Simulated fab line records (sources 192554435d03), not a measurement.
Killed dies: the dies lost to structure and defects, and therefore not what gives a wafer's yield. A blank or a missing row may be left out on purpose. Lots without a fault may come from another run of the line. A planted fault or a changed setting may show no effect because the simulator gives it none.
Chamber matching    flow n5_finfet    rie_diel-01 running N5_BEOL_M2_ETCH_77: 4 sister chambers
The step etches underlayer in N2/H2, target depth 6.5 nm, time 5.2 s. 22 wafers are shown with their chamber, then 11 later ones without.

EACH WAFER AND ITS CHAMBER
wafer   chamber  drypump_motor_current_A (A)  showerhead_plenum_p_Torr (Torr)  throttle_valve_pct (%)
L075.2  3        4.9                          2.52                             17.74
L075.4  0        4.9                          2.47                             17.78
L075.6  3        4.9                          2.52                             17.78
L080.1  3        4.9                          2.51                             17.79
L080.3  2        6.3                          2.51                             18.06
L080.5  0        4.9                          2.47                             17.48
L082.1  3        4.8                          2.51                             17.78
L082.2  2        6.3                          2.51                             18.06
L082.6  1        4.7                          2.62                             17.94
L088.1  1        4.7                          2.62                             17.97
L088.3  3        4.9                          2.51                             17.46
L088.6  1        4.7                          2.62                             17.95
L089.2  0        4.9                          2.46                             17.52
L089.5  0        4.9                          2.46                             17.52
L089.6  3        4.9                          2.51                             17.46
L090.2  0        4.9                          2.46                             17.49
L090.5  0        4.9                          2.46                             17.54
L090.6  1        4.7                          2.61                             17.99
L093.3  2        6.3                          2.50                             17.69
L093.5  3        4.9                          2.50                             17.48
L093.6  0        4.9                          2.46                             17.54
L094.1  3        4.9                          2.50                             17.48

SIGNATURES (averages over the wafers above)
reading                   chamber 0  chamber 1  chamber 2  chamber 3  scatter within a chamber
drypump_motor_current_A   4.900      4.700      6.300      4.888      0.022
showerhead_plenum_p_Torr  2.4629     2.6175     2.5067     2.5100     0.00617
throttle_valve_pct        17.5529    17.9625    17.9367    17.6212    0.138
Rule: a wafer lies at a distance from a chamber equal to the root of the sum of squares, over the readings, of (its reading less the chamber's mean, divided by the reading's scatter). The wafer belongs to the nearest chamber; if the next one is less than 2 further off, it can't be placed. The scatter: take each reading less its chamber's mean, square it, sum over the shown wafers, divide by the number of wafers less the number of chambers, and take the root.

WAFERS WHOSE CHAMBER IS MISSING
wafer   drypump_motor_current_A (A)  showerhead_plenum_p_Torr (Torr)  throttle_valve_pct (%)
L094.3  6.4                          2.50                             17.68
L094.5  4.8                          2.50                             17.48
L096.3  4.9                          2.50                             17.49
L096.5  4.7                          2.61                             18.00
L096.6  6.3                          2.50                             17.70
L095.3  4.9                          2.45                             17.54
L095.4  4.9                          2.50                             17.50
L095.5  4.9                          2.45                             17.54
L097.1  4.8                          2.50                             17.49
L097.2  4.7                          2.61                             17.99
L097.6  4.7                          2.61                             18.01

WHICH CHAMBER EACH ONE RAN IN
wafer   from the rows above  in truth
L094.3  2                    2
L094.5  3                    3
L096.3  3                    3
L096.5  1                    1
L096.6  2                    2
L095.3  0                    0
L095.4  3                    3
L095.5  0                    0
L097.1  3                    3
L097.2  1                    1
L097.6  1                    1
Placed correctly: 11 of 11. Can't be placed from these rows: 0. Number placed wrongly: 0.
